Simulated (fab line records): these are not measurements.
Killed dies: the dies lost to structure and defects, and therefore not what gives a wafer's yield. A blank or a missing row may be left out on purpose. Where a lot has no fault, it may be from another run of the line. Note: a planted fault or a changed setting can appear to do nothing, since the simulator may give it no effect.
A struck lot beside a sound one | flow nand harc | 14 steps out of a route of 1302
Sound: the wafers L726.1, L726.4, L726.5. Wafers L719.1, L719.2, L719.5 were the ones struck. The cause is named last.
Each step with rows lists, per side, the tool, then ch with its chambers, then its first start. Under that, the readings that differ: sound wafers | struck wafers | difference of the means | sigmas: that difference in standard deviations of wafers without a fault.
alike: readings whose means differ by less than 2 such deviations, and words and numbers that are the same on both sides. not compared: withheld readings, readings that some wafer has no value for, bounds like >300 that may hide the same value, and numbers for which the record gives no deviation and whose values overlap.
Wherever a step has rows on one side only, a row that says differs or no value, or a row with sigmas, the two part there. Non-overlapping numbers with no deviation appear without sigmas and do not part them. A reading missing from all wafers of one side parts the sides only when that side holds two or more wafers.

NHARC_A_STAIRCASE_DESCUM_168: chemistry O2, time 3 s.
  sound on rie diel-12 ch 0,1,3, day 24 10:10; struck on rie diel-04 ch 1,2,3, day 21 13:13
  alike: drypump motor current A, mfc ar sccm, oes product au, rf vpp V, showerhead plenum p Torr, throttle valve pct
  not compared: rf hours counter h
NHARC_A_STAIRCASE_ETCH_169: etches the open film in CH3F/O2, target depth 50 nm, time 107.1 s.
  sound on rie diel-12 ch 0,1,3, day 24 10:16; struck on rie diel-04 ch 1,2, day 21 13:19
  reading                         | sound             | struck            | difference | sigmas
  rf vpp V (V)                    | 241.7 244.8 243.0 | 245.1 247.2 247.3 | +3.4       | +2
  showerhead plenum p Torr (Torr) | 2.32 2.44 2.35    | 2.51 2.57 2.57    | +0.18      | +2
  alike: bias w, drypump motor current A, mfc ar sccm, oes product au, throttle valve pct
  not compared: rf hours counter h
NHARC_A_STAIRCASE_ETCH_170: etches the open film in C4F6/O2, target depth 200 nm, time 66.667 s.
  sound on rie diel-12 ch 0,1; struck on rie diel-04 ch 0,2
  alike: bias w, c4f6 flow sccm, drypump motor current A, mfc ar sccm, oes product au, rf vpp V, showerhead plenum p Torr, throttle valve pct
  not compared: rf hours counter h
NHARC_A_STAIRCASE_STRIP_171: strips in O2.
  sound on plasma asher-02 ch 0,1, day 24 10:29; struck on plasma asher-01 ch 0,1, day 21 13:46
  alike: drypump motor current A, heater power w
  not compared: rf hours counter h
then, 8 steps without rows for these wafers: NHARC_A_STAIRCASE_STRIP_172 (strips in SPM, time 900 s); NHARC_A_STAIRCASE_PRECLEAN_173 (cleans in SC1); NHARC_A_STAIRCASE_SRD_174; NHARC_A_STAIRCASE_DEHYDRATE_01 (time 120 s); NHARC_A_STAIRCASE_HMDS_02 (time 30 s); NHARC_A_STAIRCASE_COAT_03; NHARC_A_STAIRCASE_SOFTBAKE_04 (time 170 s); NHARC_A_STAIRCASE_EBR_05.
NHARC_A_STAIRCASE_EXPOSE_06: exposes mask STAIR.
  struck on krf scanner-02, day 21 14:54; sound on krf scanner-03 ch 0, day 24 11:31
  no value came back on the struck wafers for exposure dose mJ cm2, focus offset nm (nm); on the sound wafers exposure dose mJ cm2 reads 25.421 25.428 25.465
  alike: mask
then, 1 step without rows for these wafers: NHARC_A_STAIRCASE_PEB_07 (peb time 130 s).

## WHERE THEY PART
First at NHARC_A_STAIRCASE_ETCH_169; last, within this record, at NHARC_A_STAIRCASE_EXPOSE_06.

WHY: what had been put in by the simulator
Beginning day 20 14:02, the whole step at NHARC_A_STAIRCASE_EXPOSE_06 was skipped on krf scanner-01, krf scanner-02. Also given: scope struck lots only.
